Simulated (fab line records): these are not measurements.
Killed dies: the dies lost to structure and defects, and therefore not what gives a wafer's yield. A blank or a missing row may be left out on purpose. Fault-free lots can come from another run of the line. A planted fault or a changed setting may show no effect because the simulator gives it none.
fab line records | flow n5Finfet
record lots=4 | wafers=12 | lastDay=17
route steps=1938 shown SD_EPI_P@318 SD_ACTIVATION@330 ILD0@335 SDB@347 BEOL_M4@1111 PASSIVATION@1936
lots that met no fault: taken from a fault-free run of the same line
startH: hours from the record's first day to the start of the lot's first wafer shown | waitH: hours since the lot's step before | " as in the row above | L1.1+2: a single row standing in for several wafers | - no value, or no start given | * or withheld: withheld | < > ~ a bound
route shown NAME@n: names a module that has steps shown in the file, with the first one's number in the route | usual: mean and standard deviation over wafers with no fault | same: alike in all rows | chamber/n: place in a boat | sites: each site's reading | _std_site: their standard deviation | _edge_site: outer sites' mean less inner sites' | radiusMm: how far each site lies from the wafer's centre | mask NAME#n: copy n | behind: the most recent tool/chamber to have shaped the wafer | hold: cause of the lot's hold/its duration in hours/its outcome | device: transistor that didn't switch, given as n, p or np | end of line: tests run on the same wafers once the route is complete | a step given without rows: its recipe and nothing more | killed: at the first sort, the dies lost to defects and structure; wafer yield is something else | map: shows each die of a wafer: x if killed, . if not, _ if none is there
set.NAME: the setting that was run; set.NAME@STEP: the one run at that earlier step | model.NAME: the simulator's own value behind a step, which no gauge read
lots at some steps of the route; a table a step, a row a wafer
## steps
# step N5_SD_EPI_P_SRD_20
# recipe dry=ipaMarangoni | doPpb=5 | timeS=30 | tempC=23 | rinseLiquid=diw
# step N5_SD_EPI_P_PRECLEAN_51
# recipe chemistry=NF3:NH3 | afsCycles=1 | tempC=30 | timeS=20 | sublimationTempC=180 | sublimationTimeS=60 | pressureTorr=3 | rfPowerW=30
# step N5_SD_EPI_P_VAPOR_ETCH_44
# recipe chemistry=NF3/Ar | target=SiGe30 | tempC=25 | timeS=3.3 | mode=isotropic
# step N5_SD_EPI_P_EPI_21
# recipe material=SiGe:B | dopant=B | tempC=550 | pressureTorr=20 | ambient=H2 | timeS=355
# step N5_SD_EPI_P_HM_STRIP_48
# recipe chemistry=H3PO4 | tempC=160 | material=SiNx | target=SiNx | targetDepthA=30 | overetchFraction=0.3
# step N5_SD_EPI_P_SRD_49
# recipe dry=ipaMarangoni | timeS=30 | tempC=23 | rinseLiquid=diw
# step N5_SD_EPI_P_PRECLEAN_24
# recipe chemistry=O3/DIW | timeS=45 | tempC=22 | o3Ppm=10
# step N5_SD_EPI_P_PRECLEAN_32
# recipe chemistry=dHF | timeS=10 | dilution=500:1 | tempC=25
# step N5_SD_EPI_P_PRECLEAN_33
# recipe chemistry=SC2 | timeS=45 | tempC=35 | mix=1:1:50
# step N5_SD_EPI_P_SRD_25
# recipe timeS=30 | tempC=23 | rinseLiquid=diw | dry=ipaMarangoni
# step N5_SD_ACTIVATION_RTA_00
# recipe tempC=975 | timeS=0 | ambient=N2 | idleTempC=600 | rampUpCPerS=150 | rampDownCPerS=60 | coolToC=600
# usual lampPowerPct=8.95/0.052 | lamp_zone_1_pct=8.947/0.026 | lamp_zone_2_pct=8.951/0.023 | lamp_zone_3_pct=8.952/0.027 | lamp_zone_4_pct=8.950/0.027 | lamp_zone_5_pct=8.955/0.027 | lamp_zone_6_pct=8.877/0.024 | lamp_zone_7_pct=9.350/0.025 | wafer_temp_C_max=975.1/2
lot.wafer | tool         | chamber | startH | waitH | lampPowerPct | lamp_zone_1_pct | lamp_zone_2_pct | lamp_zone_3_pct | lamp_zone_4_pct | lamp_zone_5_pct | lamp_zone_6_pct | lamp_zone_7_pct | wafer_temp_C_max
L132.1    | rtpAnneal-01 | 0       | 76.20  | 0.0   | 8.91         | 8.944           | 8.968           | 8.976           | 8.921           | 8.930           | 8.888           | 9.386           | 974.3
L132.4    | "            | 0       | "      | "     | 8.89         | 8.950           | 8.967           | 8.935           | 8.956           | 8.964           | 8.869           | 9.368           | 975.0
L132.6    | "            | 0       | "      | "     | 9.00         | 8.982           | 8.956           | 8.933           | 8.913           | 8.952           | 8.858           | 9.343           | 972.6
L138.1    | rtpAnneal-01 | 0       | 118.91 | 0.0   | 9.28         | 9.214           | 9.249           | 9.243           | 9.252           | 9.235           | 9.123           | 9.605           | 974.7
L138.2    | "            | 0       | "      | "     | 9.28         | 9.252           | 9.226           | 9.191           | 9.183           | 9.222           | 9.171           | 9.573           | 974.2
L138.3    | "            | 0       | "      | "     | 9.21         | 9.248           | 9.231           | 9.179           | 9.223           | 9.229           | 9.155           | 9.684           | 975.7
L139.1    | rtpAnneal-01 | 0       | 119.90 | 0.0   | 9.10         | 9.164           | 9.230           | 9.190           | 9.219           | 9.227           | 9.109           | 9.636           | 973.9
L139.5    | "            | 0       | "      | "     | 9.26         | 9.197           | 9.213           | 9.263           | 9.202           | 9.230           | 9.150           | 9.625           | 976.1
L139.6    | "            | 0       | "      | "     | 9.17         | 9.189           | 9.250           | 9.224           | 9.177           | 9.217           | 9.123           | 9.633           | 975.0
L151.3    | rtpAnneal-01 | 0       | 191.85 | 0.1   | 8.91         | 8.949           | 8.924           | 8.958           | 8.966           | 9.013           | 8.855           | 9.335           | 975.7
L151.4    | "            | 0       | "      | "     | 9.08         | 8.975           | 8.937           | 8.939           | 8.962           | 8.967           | 8.876           | 9.354           | 976.3
L151.6    | "            | 0       | "      | "     | 8.90         | 8.933           | 8.931           | 8.967           | 8.911           | 8.939           | 8.893           | 9.334           | 974.3
# step N5_SD_ACTIVATION_LSA_01
# recipe tempC=1080 | timeS=0.0008 | ambient=N2
# step N5_ILD0_LINER_00
# recipe material=SiNx | targetThkA=40 | tempC=400 | aldPrecursorFamily=SiH2I2 | aldCoReactant=N2/H2-plasma | pulseTimeS=1 | purgeTimeS=2 | coReactantPurgeTimeS=2 | aldCycles=80 | pressureTorr=2
# step N5_ILD0_FCVD_FILL_01
# recipe material=SiO2_flowable | targetThkA=2000 | tempC=100 | pressureTorr=0.8 | rfW=2000 | timeS=328.3
# step N5_ILD0_CURE_02
# recipe tempC=450 | timeS=1800 | ambient=steam | idleTempC=400 | rampUpCPerMin=5 | rampDownCPerMin=3 | densificationPH2oTorr=640
# step N5_ILD0_CMP_03
# recipe stopOn=SiNx | tOverpolishS=1.9 | postCmpClean=alkalineBrush | downForcePsi=4.1491 | platenRpm=51.796 | padVelocityMS=1.0306 | targetThkNm=197.38
# step N5_ILD0_CMP_07
# recipe stopOn=poly-Si | material=SiO2_flowable | tOverpolishS=1.18 | postCmpClean=alkalineBrush | downForcePsi=4.1491 | platenRpm=51.796 | padVelocityMS=1.0306 | targetThkNm=138.88
# step N5_ILD0_PRECLEAN_10
# recipe chemistry=NF3:NH3 | afsCycles=5 | timeS=20 | tempC=30 | sublimationTempC=180 | sublimationTimeS=60 | pressureTorr=3 | rfPowerW=30
# step N5_ILD0_ALD_15
# recipe material=SiNx | targetThkA=240 | tempC=400 | aldPrecursorFamily=SiH2I2 | aldCoReactant=N2/H2-plasma | pulseTimeS=1 | aldCycles=480 | purgeTimeS=2 | coReactantPurgeTimeS=2 | pressureTorr=2
# step N5_ILD0_CMP_12
# recipe stopOn=poly-Si | material=SiNx | tOverpolishS=6 | postCmpClean=alkalineBrush | downForcePsi=2.5 | platenRpm=51.8 | padVelocityMS=1.0307 | targetThkNm=17.67
# step N5_SDB_HM_DEP_00
# recipe material=SiNx | targetThkA=400 | tempC=400 | precursor=SiH4/NH3/N2 | pressureTorr=1.5 | rfW=300 | timeS=35.3
# step N5_SDB_COAT_03
# recipe resist=SOC | tempC=250 | timeS=60 | spinRpm=1500 | resistThkNm=100
# step N5_SDB_COAT_04
# recipe resist=SiARC | tempC=220 | timeS=60 | spinRpm=1500 | resistThkNm=18
# step N5_SDB_COAT_05
# recipe resist=CAR-ArF | spinRpm=1500 | resistThkNm=90
# step N5_SDB_EBR_07
# recipe solvent=PGMEA | ebrWidthMm=1.5
# step N5_SDB_SOFTBAKE_06
# recipe tempC=110 | timeS=60 | resist=CAR-ArF
# step N5_SDB_EXPOSE_08
# recipe maskId=SDB | na=1.35 | sourceShape=conventional | sigmaOuter=0.5 | polarization=unpolarized | doseMj=49.6
# step N5_SDB_PEB_09
# recipe pebTempC=withheld | pebTimeS=60 | resist=CAR-ArF
# step N5_SDB_DEVELOP_10
# recipe developTimeS=30 | developer=TMAH | resist=CAR-ArF | rinseLiquid=diw | dry=airSpin | devTempC=23
# step N5_SDB_DESCUM_16
# recipe chemistry=O2 | timeS=7.9 | sourcePowerW=50 | biasPowerW=20 | pressureMtorr=20 | rfFrequencyHz=2.712e+07 | tempC=40 | resist=CAR-ArF | o2FlowSccm=225
# step N5_BEOL_M4_RC_MEAS_101
# usual DIBL_N=37.1/2.4 | DIBL_P=37/3 | IOFF_N=0.18/0.053 | IOFF_N_85C=3.4/0.83 | IOFF_P=0.21/0.05 | ION_N=674/14 | ION_P=459/9.2 | REXT_N=74.9/1.5 | SS_N=72.1/0.9 | SS_P=73.4/0.89 | VT_N=250/3.8 | VT_P=-251/3.7
lot.wafer | tool      | chamber | startH | waitH | DIBL_N[mV/V] | DIBL_P[mV/V] | IOFF_N[nA/um] | IOFF_N_85C[nA/um] | IOFF_P[nA/um] | ION_N[uA/um] | ION_P[uA/um] | REXT_N[ohm.um] | SS_N[mV/dec] | SS_P[mV/dec] | VT_N[mV] | VT_P[mV]
L132.1    | prober-01 | 0       | 205.65 | 0.0   | 41.0         | 40           | 0.28          | 5.0               | 0.27          | 671          | 460          | 76.2           | 73.9         | 74.1         | 247      | -248
L132.4    | "         | 0       | "      | "     | 35.1         | 35           | 0.14          | 2.9               | 0.19          | 666          | 467          | 75.0           | 70.9         | 72.5         | 250      | -248
L132.6    | "         | 0       | "      | "     | 37.2         | 37           | 0.18          | 3.5               | 0.22          | 675          | 464          | 75.0           | 72.5         | 73.4         | 246      | -250
L138.1    | prober-01 | 0       | 229.62 | 0.0   | 45.0         | 37           | 0.34          | 6.0               | 0.20          | 701          | 458          | 65.2           | 74.1         | 72.8         | 242      | -253
L138.2    | "         | 0       | "      | "     | 45.8         | 38           | 0.43          | 7.2               | 0.24          | 721          | 462          | 65.7           | 74.3         | 73.5         | 236      | -249
L138.3    | "         | 0       | "      | "     | 39.8         | 34           | 0.19          | 3.6               | 0.16          | 690          | 458          | 66.8           | 72.3         | 73.0         | 248      | -254
L139.1    | prober-02 | 0       | 234.74 | 0.0   | 44.5         | 41           | 0.39          | 6.6               | 0.29          | 726          | 479          | 67.8           | 73.4         | 74.6         | 238      | -248
L139.5    | "         | 0       | "      | "     | 39.4         | 36           | 0.22          | 4.1               | 0.19          | 698          | 468          | 66.9           | 72.4         | 73.7         | 245      | -253
L139.6    | "         | 0       | "      | "     | 48.1         | 39           | 0.71          | 10.9              | 0.25          | 708          | 462          | 66.9           | 79.7         | 73.4         | 240      | -249
L151.3    | prober-01 | 0       | 309.93 | 0.3   | 38.0         | 39           | 0.20          | 3.7               | 0.21          | 685          | 458          | 74.6           | 72.1         | 73.7         | 248      | -254
L151.4    | "         | 0       | "      | "     | 35.8         | 35           | 0.15          | 2.9               | 0.16          | 662          | 443          | 74.6           | 71.5         | 73.2         | 253      | -257
L151.6    | "         | 0       | "      | "     | 36.7         | 36           | 0.16          | 3.2               | 0.17          | 667          | 448          | 74.3           | 71.7         | 73.5         | 247      | -257
# step N5_PASSIVATION_PROBE_49
# usual defectLimitedYield=91.6/1.4 | killed_at_M0_to_M3=32/9.5 | killed_at_M4_up=13/6 | killedAtContacts=12/5.6 | killedAtFrontEnd=39/11 | killedAtOther=2.8/2.3 | killedDies=99/16 | killedOpen=65/12 | killedShort=32/7.6 | sort_bin_4_leakage=0.1/0.88 | sort_bin_5_function=4.8/0.88 | sort_bin_6_memory=3.2/0.65 | sortNPass=1077/29 | sortYieldPct=91.2/2.5
# same grossDies=1180 | killedAtBackSide=0 | sort_bin_8_speed[%]=0
lot.wafer | tool      | chamber | startH | waitH | defectLimitedYield[%] | killed_at_M0_to_M3 | killed_at_M4_up | killedAtContacts | killedAtFrontEnd | killedAtOther | killedDies | killedOpen | killedShort | sort_bin_4_leakage[%] | sort_bin_5_function[%] | sort_bin_6_memory[%] | sortNPass | sortYieldPct[%]
L138.1    | prober-01 | -       | 335.28 | 0.0   | 91.5                  | 31                 | 12              | 11               | 43               | 3             | 100        | 58         | 30          | 4.0                   | 4.7                    | 2.8                  | 1033      | 87.5
L138.2    | prober-01 | -       | 335.33 | 0.1   | 90.9                  | 35                 | 13              | 20               | 39               | 0             | 107        | 66         | 36          | 27.5                  | 5.3                    | 3.3                  | 749       | 63.5
L138.3    | prober-01 | -       | 335.38 | 0.1   | 89.8                  | 49                 | 21              | 14               | 34               | 2             | 120        | 85         | 33          | 0                     | 5.8                    | 4.2                  | 1060      | 89.8
L139.1    | prober-02 | -       | 343.49 | 0.0   | 89.7                  | 39                 | 8               | 10               | 61               | 3             | 121        | 88         | 33          | 11.8                  | 5.5                    | 4.6                  | 920       | 78.0
L139.5    | prober-02 | -       | 343.69 | 0.2   | 91.6                  | 29                 | 10              | 2                | 55               | 3             | 99         | 70         | 29          | 0                     | 5.2                    | 3.0                  | 1081      | 91.6
L139.6    | prober-02 | -       | 343.74 | 0.3   | 92.0                  | 30                 | 8               | 3                | 49               | 4             | 94         | 66         | 28          | 91.1                  | 4.4                    | 3.4                  | 11        | 0.9
# killed by level:class
L138.1 MOL_CONTACT_COAG:geometricParticle:open=10 BEOL_M0_SAQP:geometricParticle:short=10 FIN_SAQP:geometricParticle:short=9 HKMG_FIN:areaEtch=9 STI_FIN_REVEAL:geometricParticle:open=8 BEOL_M0_SAQP:geometricParticle:open=8 FIN_SAQP:geometricParticle:open=6 BEOL_M1:geometricParticle:open=5
L138.2 MOL_CONTACT_COAG:geometricParticle:open=15 BEOL_M0_SAQP:geometricParticle:short=14 FIN_SAQP:geometricParticle:short=8 DUMMY_GATE:geometricParticle:open=7 BEOL_M0_SAQP:geometricParticle:open=7 FIN_SAQP:geometricParticle:open=6 STI_FIN_REVEAL:geometricParticle:open=5 MOL_CONTACT_COAG:geometricParticle:short=5
L138.3 MOL_CONTACT_COAG:geometricParticle:open=14 BEOL_M0_SAQP:geometricParticle:short=13 BEOL_M0_SAQP:geometricParticle:open=11 DUMMY_GATE:geometricParticle:open=8 BEOL_M4:geometricParticle:open=8 FIN_SAQP:geometricParticle:short=7 BEOL_M0:geometricParticle:open=7 BEOL_M2:geometricParticle:open=7
L139.1 STI_FIN_REVEAL:geometricParticle:open=23 FIN_SAQP:geometricParticle:open=16 BEOL_M2:geometricParticle:open=10 BEOL_M1:geometricParticle:open=9 MOL_CONTACT_COAG:geometricParticle:open=8 BEOL_M0_SAQP:geometricParticle:short=8 FIN_SAQP:geometricParticle:short=6 STI_FIN_REVEAL:geometricParticle:short=5
L139.5 FIN_SAQP:geometricParticle:open=17 STI_FIN_REVEAL:geometricParticle:open=13 BEOL_M1:geometricParticle:open=13 FIN_SAQP:geometricParticle:short=7 BEOL_M4:geometricParticle:open=6 BEOL_M0_SAQP:geometricParticle:short=4 BEOL_M3:geometricParticle:open=4 STI_FIN_REVEAL:geometricParticle:short=3
L139.6 FIN_SAQP:geometricParticle:open=15 DUMMY_GATE:geometricParticle:open=9 BEOL_M1:geometricParticle:open=8 BEOL_M2:geometricParticle:open=8 FIN_SAQP:geometricParticle:short=5 STI_FIN_REVEAL:geometricParticle:open=5 BEOL_M0_SAQP:geometricParticle:open=5 ILD0:geometricParticle:short=4
# map L138.3 (x killed, . not)
_________________...x.....x..________________
______________.x.x.x.......x...._____________
___________x..................x....__________
__________......................x.x._________
________x.........x..................._______
_______x................x....x...x.....______
______..............................x..._____
_____.....x.........x.....x.x...........x____
____.....x.x..x............x....x..x.x....___
___............x.......x...................__
___.......x....x.......................x...__
__.................x.........xx...x........._
__............x...x............x.......x...._
_.........................x....x...x.........
_................x....x......................
_...x.............x.............x............
_..x...x............x.....x.............x....
_..x.............x..x....x.x........x.x......
_..x........................x...............x
_..........x....xx.................x.......x.
_..............xx..............x.........x...
__.......x.......xx......................x.._
__.......x.x.....x........x.x.x............._
___....x.............x.........x...........__
___.........x.......x......x.xx..xx........__
____..x............x.xx...xx.x.....x...x..___
_____x....x.....................x.x......____
______................x.........x..x...x_____
_______..............xx...x............______
________..................xx.........._______
__________.........................._________
___________.....x..................__________
______________........x........._____________
_________________....x....x..________________
# map L139.1 (x killed, . not)
_________________..x....x....________________
______________...........x......_____________
___________xx......................__________
__________x.....x...........x......._________
________.....xx.............xxx...x..._______
_______.x...........x........x.x..x.x.x______
______.............x........x..x.x......_____
_____......x................x.xx..x......____
____....x...xx..x........x..........x.....___
___............................x.x.x.x.....__
___.x....x........x............x...........__
__..........x.........x....................._
__.....x.............x......x..............._
_........x.....x................x.........x..
_...............x................x.....x.x...
_........x......x...........x...............x
_....x.......................................
_............x......x.....x..........x.x.....
_...x...............x........................
_..x...........................x.x...........
_........x........x......x........x.....x....
__........x.......................xx..x....._
__...............xx........xx.....x.x......._
___...................................x....__
___.................................x......__
____..........x...........x........x...x.x___
_____.x.x......................x....x....____
______............x......xx.....x......._____
_______............x....x...x..x.xx...x______
________.....x............x.x..x......_______
__________..........x....x.x........_________
___________x................x......__________
______________..............x..._____________
_________________......x...x.________________
## key
firstSign step=N5_SD_ACTIVATION_RTA_00 | reading=lamp_zone_2_pct | direction=up | sigmas=12 | usual=* | struck=*
effect step=N5_SD_ACTIVATION_RTA_00 | reading=lamp_zone_6_pct | direction=up | sigmas=11 | usual=* | struck=*
effect step=N5_BEOL_M4_RC_MEAS_101 | reading=REXT_N | direction=down | sigmas=5.4 | usual=74.9 | struck=66.6
effect step=N5_BEOL_M4_RC_MEAS_101 | reading=IOFF_N | direction=up | sigmas=3.8 | usual=0.18 | struck=0.38 | wafersMoved=4
effect step=N5_BEOL_M4_RC_MEAS_101 | reading=IOFF_N_85C | direction=up | sigmas=3.6 | usual=3.4 | struck=6.4 | wafersMoved=5
effect step=N5_BEOL_M4_RC_MEAS_101 | reading=DIBL_N | direction=up | sigmas=2.8 | usual=37.1 | struck=43.8
effect step=N5_BEOL_M4_RC_MEAS_101 | reading=SS_N | direction=up | sigmas=2.6 | usual=72.1 | struck=74.4 | wafersMoved=3
effect step=N5_BEOL_M4_RC_MEAS_101 | reading=ION_N | direction=up | sigmas=2.4 | usual=674 | struck=707
effect step=N5_BEOL_M4_RC_MEAS_101 | reading=VT_N | direction=down | sigmas=2.2 | usual=250 | struck=241
effect step=N5_PASSIVATION_PROBE_49 | reading=sort_bin_4_leakage | direction=up | sigmas=25 | usual=0.1 | struck=22.4 | wafersMoved=4
metAt N5_SD_ACTIVATION_RTA_00
struckWafers L138.1,L138.2,L138.3,L139.1,L139.5,L139.6
onsetBetween 76.20 118.91
fault kind=processParameterDrift | tool=rtpAnneal-01 | chamber=- | onsetH=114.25 | steps=N5_SD_ACTIVATION_RTA_00 | channel=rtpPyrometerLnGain | offset=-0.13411 | shape=step | endH=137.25
